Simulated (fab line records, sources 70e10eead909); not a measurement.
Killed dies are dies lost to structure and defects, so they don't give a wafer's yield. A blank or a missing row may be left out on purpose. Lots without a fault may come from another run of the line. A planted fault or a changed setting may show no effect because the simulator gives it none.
Problem report in the 8D (eight disciplines) form, filled by code | flow nand_harc | the parts of the form that need people (team, actions taken, sign-off) are left out

1. THE PROBLEM
killed_at_array at NHARC_END_SORT_01 reads a mean of 169 on 6 wafers of 2 lots; wafers without a fault read 29 with a standard deviation of 11. That is +13 standard deviations from the usual mean.
First seen on wafer L805.2, day 22 09:09, on prober-02. The record holds 15 wafers of 5 lots with a number at this step. Rule for "out", or "out of limits": more than 4 standard deviations from the usual mean. The other wafers with a number count as sound.

2. WHAT IT IS AND WHAT IT IS NOT
question                    | is                           | is not
which readings at this step | killed_at_array, killed_dies | killed_at_other, killed_at_periphery, killed_open
which lots                  | L805, L806                   | L794, L798, L814
which wafers of those lots  | all that have a number       | -
read on which gauges        | prober-02                    | prober-01
when                        | from day 22 09:09            | up to then (6 sound wafers); but 3 sound wafers of L814 came after

3. SUSPECTS, AND WHAT RULES EACH OUT
Counting: a tool at a process step up to the reading stays a suspect if it ran every lot that is out and no sound lot after the first of them.
- the gauge at NHARC_END_SORT_01: ruled out. All the wafers that are out were read on prober-02, but those of them that NHARC_A_SLIT_ETCH_15 has rows for are out there too, on other tools.
- rie_diel-01 at NHARC_A_SLIT_ETCH_24 (etches the open film in CF4/CHF3, target depth 121 nm, time 60.5 s): kept. It ran every lot that is out, first L806 (day 17 14:08), and no sound lot after that; its last sound lot up to then is L798 (day 15 13:13).
- rie_diel-01 at NHARC_A_SLIT_ETCH_15 (etches the open film in O2/COS, target depth 3200 nm, time 832 s): kept. It ran every lot that is out, first L806 (day 17 14:18), and no sound lot after that; its last sound lot up to then is L798 (day 15 13:18). Its own readings are out on those wafers: run_length_s.
Left after counting: rie_diel-01 at NHARC_A_SLIT_ETCH_24, rie_diel-01 at NHARC_A_SLIT_ETCH_15.

4. THE CAUSE (what the simulator had put in)
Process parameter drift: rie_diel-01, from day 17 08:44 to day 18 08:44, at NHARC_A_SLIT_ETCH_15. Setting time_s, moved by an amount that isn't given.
Counting left 2 suspects, and this tool is among them.

5. THE CHAIN OF EFFECTS, in route order
Each row: a reading whose mean over the struck wafers that have a number lies more than 3 standard deviations from the usual. Only readings for which the record gives a usual standard deviation are gone through. hours: the time from each lot's start at the first step in this table that gives one to its start at this step, as a median over the lots. sigmas: the change in usual standard deviations.
hours | step                 | reading         | usual   | on struck wafers | change | sigmas
0     | NHARC_A_SLIT_ETCH_15 | run_length_s    | 853.2 s | 672.1            | -181.1 | -99 or more
118   | NHARC_END_SORT_01    | killed_at_array | 29      | 169              | +140   | +13
118   | NHARC_END_SORT_01    | killed_dies     | 33      | 171              | +138   | +12
The process steps in it:
- NHARC_A_SLIT_ETCH_15: etches the open film in O2/COS, target depth 3200 nm, time 832 s.
Readings that are blank on the struck wafers while sound wafers have them: bias_w at NHARC_A_SLIT_ETCH_15.

6. WHAT WOULD HAVE CAUGHT IT SOONER
In this record the first reading out of limits at a measuring or inspecting step was taken at day 22 09:09, 120 hours after the fault began at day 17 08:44.
The tool's own readings at NHARC_A_SLIT_ETCH_15 were out on every struck wafer that the step has a row for (run_length_s): an alarm limit on them would have fired on the first of those.
All the lots that are out (2) had begun NHARC_A_SLIT_ETCH_15 on rie_diel-01 by day 22 09:09. A hold on the tool at that time would have spared none of them.
